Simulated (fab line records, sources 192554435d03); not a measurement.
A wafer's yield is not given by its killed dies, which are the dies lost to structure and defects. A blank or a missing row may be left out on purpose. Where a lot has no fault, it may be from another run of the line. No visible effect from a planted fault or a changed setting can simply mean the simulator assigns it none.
Split-lot experiment || flow n5 finfet || 21 wafers read across 7 lots, on a route 1938 steps long

== ABOUT THE SPLIT ==
At N5_BEOL_M6_ETCH_61 (etches SiARC in CF4, target depth 45.5 nm, time 75.8 s), the setting bias w was moved away from the recipe's 36 W on 8 of the 21 wafers read, by -17.3% to +15.6%. This setting was run at the recipe's value on the other wafers.

The reading is taken at the split's own step.

== THE READING ==
rf vpp V, in V, at N5_BEOL_M6_ETCH_61 (etches SiARC in CF4, target depth 45.5 nm, time 75.8 s). Typical for fault-free wafers on this fab line: 184.4 V, with standard deviation 1.2 V.

{"wafer": "L079.2", "tool, chamber at the split": "rie diel-06, 0", "bias w as run, W": 36, "against the recipe": "recipe", "rf vpp V, V": 184.2, "against lot-mates on the recipe": "-"}
{"wafer": "L079.4", "tool, chamber at the split": "rie diel-06, 2", "bias w as run, W": 36, "against the recipe": "recipe", "rf vpp V, V": 187.8, "against lot-mates on the recipe": "-"}
{"wafer": "L079.5", "tool, chamber at the split": "rie diel-06, 0", "bias w as run, W": 36, "against the recipe": "recipe", "rf vpp V, V": 184.0, "against lot-mates on the recipe": "-"}
{"wafer": "L081.3", "tool, chamber at the split": "rie diel-02, 1", "bias w as run, W": 29.76, "against the recipe": "-17.3%", "rf vpp V, V": 163.1, "against lot-mates on the recipe": -20.6}
{"wafer": "L081.4", "tool, chamber at the split": "rie diel-02, 3", "bias w as run, W": 36, "against the recipe": "recipe", "rf vpp V, V": 183.7, "against lot-mates on the recipe": "-"}
{"wafer": "L081.5", "tool, chamber at the split": "rie diel-02, 0", "bias w as run, W": 29.76, "against the recipe": "-17.3%", "rf vpp V, V": 163.7, "against lot-mates on the recipe": -20.0}
{"wafer": "L083.1", "tool, chamber at the split": "rie diel-02, 0", "bias w as run, W": 36, "against the recipe": "recipe", "rf vpp V, V": 183.9, "against lot-mates on the recipe": "-"}
{"wafer": "L083.3", "tool, chamber at the split": "rie diel-02, 3", "bias w as run, W": 36, "against the recipe": "recipe", "rf vpp V, V": 183.9, "against lot-mates on the recipe": "-"}
{"wafer": "L083.5", "tool, chamber at the split": "rie diel-02, 3", "bias w as run, W": 36, "against the recipe": "recipe", "rf vpp V, V": 184.2, "against lot-mates on the recipe": "-"}
{"wafer": "L082.1", "tool, chamber at the split": "rie diel-02, 1", "bias w as run, W": 38.81, "against the recipe": "+7.8%", "rf vpp V, V": 192.0, "against lot-mates on the recipe": "+7.5"}
{"wafer": "L082.4", "tool, chamber at the split": "rie diel-02, 2", "bias w as run, W": 38.81, "against the recipe": "+7.8%", "rf vpp V, V": 194.2, "against lot-mates on the recipe": "+9.7"}
{"wafer": "L082.5", "tool, chamber at the split": "rie diel-02, 3", "bias w as run, W": 36, "against the recipe": "recipe", "rf vpp V, V": 184.5, "against lot-mates on the recipe": "-"}
{"wafer": "L088.2", "tool, chamber at the split": "rie diel-06, 1", "bias w as run, W": 36, "against the recipe": "recipe", "rf vpp V, V": 184.4, "against lot-mates on the recipe": "-"}
{"wafer": "L088.3", "tool, chamber at the split": "rie diel-06, 0", "bias w as run, W": 41.61, "against the recipe": "+15.6%", "rf vpp V, V": 200.8, "against lot-mates on the recipe": "+17.6"}
{"wafer": "L088.6", "tool, chamber at the split": "rie diel-06, 3", "bias w as run, W": 36, "against the recipe": "recipe", "rf vpp V, V": 182.0, "against lot-mates on the recipe": "-"}
{"wafer": "L089.4", "tool, chamber at the split": "rie diel-02, 2", "bias w as run, W": 36, "against the recipe": "recipe", "rf vpp V, V": 184.3, "against lot-mates on the recipe": "-"}
{"wafer": "L089.5", "tool, chamber at the split": "rie diel-02, 0", "bias w as run, W": 41.17, "against the recipe": "+14.4%", "rf vpp V, V": 201.5, "against lot-mates on the recipe": "+17.2"}
{"wafer": "L089.6", "tool, chamber at the split": "rie diel-02, 1", "bias w as run, W": 41.17, "against the recipe": "+14.4%", "rf vpp V, V": 200.6, "against lot-mates on the recipe": "+16.3"}
{"wafer": "L091.3", "tool, chamber at the split": "rie diel-05, 1", "bias w as run, W": 33.63, "against the recipe": "-6.6%", "rf vpp V, V": 174.8, "against lot-mates on the recipe": -10.1}
{"wafer": "L091.4", "tool, chamber at the split": "rie diel-05, 3", "bias w as run, W": 36, "against the recipe": "recipe", "rf vpp V, V": 184.1, "against lot-mates on the recipe": "-"}
{"wafer": "L091.6", "tool, chamber at the split": "rie diel-05, 2", "bias w as run, W": 36, "against the recipe": "recipe", "rf vpp V, V": 185.7, "against lot-mates on the recipe": "-"}

FIT RESULTS
A straight line over all 21 wafers: rf vpp V changes by +1.17 V for each +1% of bias w; r = +0.99; the points scatter about the line by 1.2 V.
The same after taking each lot's own level away (the mean of its wafers on the recipe; 21 wafers): +1.17 V for each +1%; r = +0.99; scatter 1.1 V.
The reading moves by 20 V for the largest change in bias w, on that fit.
Measured against the standard deviation above, the lots' own levels, which go from 183.20 to 185.33 V, span 1.8 times it.
The two slopes are in agreement: the lot-to-lot level therefore moves the slope only a little.
Check: with one of the wafers moved furthest among these (-17.3%) left out of the fit, the line predicts -20.4 V for it against its lot-mates. It came out at -20.6 V against them.
Tool readings at the split's step, against how far the setting was moved: rf vpp V r = +0.99.

== THESE WAFERS: OTHER SPLITS ==
These wafers also went through other splits before the reading. Each is held against what the fit with the lots' levels taken away leaves over:
{"other split on the same wafers": "N5_BEOL_M4_COAT_68 spin rpm", "wafers away from the commonest value": 8, "r with rf vpp V (lot level and that fit taken away)": "+0.15"}
{"other split on the same wafers": "N5_BEOL_M4_DEP_57 time s", "wafers away from the commonest value": 9, "r with rf vpp V (lot level and that fit taken away)": -0.17}

== THE FILE'S OWN FIT ==
rf vpp V changes by +1.17 V for each +1% of bias w, r = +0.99.
